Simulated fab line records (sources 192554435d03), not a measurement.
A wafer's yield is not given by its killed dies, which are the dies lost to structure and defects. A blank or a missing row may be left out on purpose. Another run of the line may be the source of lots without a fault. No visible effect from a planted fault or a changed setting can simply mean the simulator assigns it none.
A single fault, viewed from 2 desks -- flow n5-finfet -- numbers are kept per desk, each desk with only its own; the story behind them comes last

AT THE METROLOGY DESK
Lot by lot, what the gauges showed, no matter which tool ran the lot: averages of those sampled wafers that carry a number. Any lot whose mean is over 4 standard deviations away from the usual mean is out of limits and marked OUT; that distance is given in the brackets. It has 11 readings, of which 7 appear: the earliest out of limits, and the ones furthest out on some lot.
Columns: A = DIBL_N at N5_BEOL_M4_RC_MEAS_101, usual 36.3 mV/V; B = DIBL_P at N5_BEOL_M4_RC_MEAS_101, usual 36.5 mV/V; C = IOFF_N at N5_BEOL_M4_RC_MEAS_101, usual 0.163 nA/um; D = IOFF_P at N5_BEOL_M4_RC_MEAS_101, usual 0.22 nA/um; E = SS_P at N5_BEOL_M4_RC_MEAS_101, usual 73.3 mV/dec; F = VT_P at N5_BEOL_M4_RC_MEAS_101, usual -250 mV; G = M5_ILD_THK at N5_BEOL_M5_THK_MEAS_01, usual 121.2 nm
lot,first seen here,A,B,C,D,E,F,G
L629,day 9 08:10,34.4,35.9,0.158,0.19,73.7,-251,121.2
L628,day 9 08:17,36.7,35.8,0.165,0.24,73.2,-247,120.6
L631,day 9 16:22,36.5,37.5,0.174,0.21,74.3,-251,121.8
L633,day 10 08:52,37.5,37.2,0.174,0.28,73.5,-244,121.8
L635,day 10 18:48,39.1,38.0,0.225,0.28,73.9,-246,121.8
L636,day 11 14:51,35.6,36.0,0.159,0.21,73.3,-248,159.6 (+26) OUT
L638,day 11 20:50,35.8,34.2,0.138,0.18,73.0,-251,155.4 (+23) OUT
L644,day 12 18:37,36.4,35.2,0.150,0.20,72.8,-251,121.1
L646,day 13 16:11,36.4,39.6,0.174,0.24,73.1,-248,122.0
L648,day 14 04:17,35.5,36.2,0.159,0.21,73.6,-250,120.9
This desk reports L636, L638 out of limits; the earliest was L636 at day 11 15:59 (M5_ILD_THK at N5_BEOL_M5_THK_MEAS_01). In limits: L629, L628, L631, L633, L635, L644, L646, L648.

AT THE TOOL OWNER'S DESK: pecvd-04
The tool's own readings at N5_BEOL_M5_ILD_DEP_00 (deposits SiCOH lowk from DEMS/porogen, target thk 140.64 nm, time 25.9 s): means of the sampled wafers that have a number, for each lot that ran on this tool. Any lot whose mean is over 4 standard deviations away from the usual mean is out of limits and marked OUT; that distance is given in the brackets.
Columns: A = heater-power-w at N5_BEOL_M5_ILD_DEP_00, usual 320 W; B = showerhead-plenum-p-Torr at N5_BEOL_M5_ILD_DEP_00, usual 5.737 Torr; C = throttle-valve-pct at N5_BEOL_M5_ILD_DEP_00, usual 14.0 %
lot,first seen here,A,B,C
L629,day 9 09:07,296,5.738,13.3
L633,day 10 09:50,337,5.742,14.8
L635,day 10 19:36,274,5.739,14.1
L636,day 11 15:23,314,5.736,14.5
L638,day 11 21:49,349,5.743,14.7
L648,day 14 05:15,308,5.753,14.8
Finding of this desk: none of the 6 lots has anything out of limits.

ALL TOGETHER
Metrology desk: alarm possible at day 11 15:59 on L636, L638.
The tool owner's desk saw nothing out of limits.
Tool owner's desk: L636, L638 on record, inside its limits.
Of the lots named, all ran N5_BEOL_M5_ILD_DEP_00 on pecvd-04.

WHAT THE SIMULATOR PUT IN
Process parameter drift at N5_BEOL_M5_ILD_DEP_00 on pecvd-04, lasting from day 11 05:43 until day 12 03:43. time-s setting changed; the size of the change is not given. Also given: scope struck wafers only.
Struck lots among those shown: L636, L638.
Per desk, hours elapsed from the start of the fault to the first reading out of limits: for the metrology desk, 10.
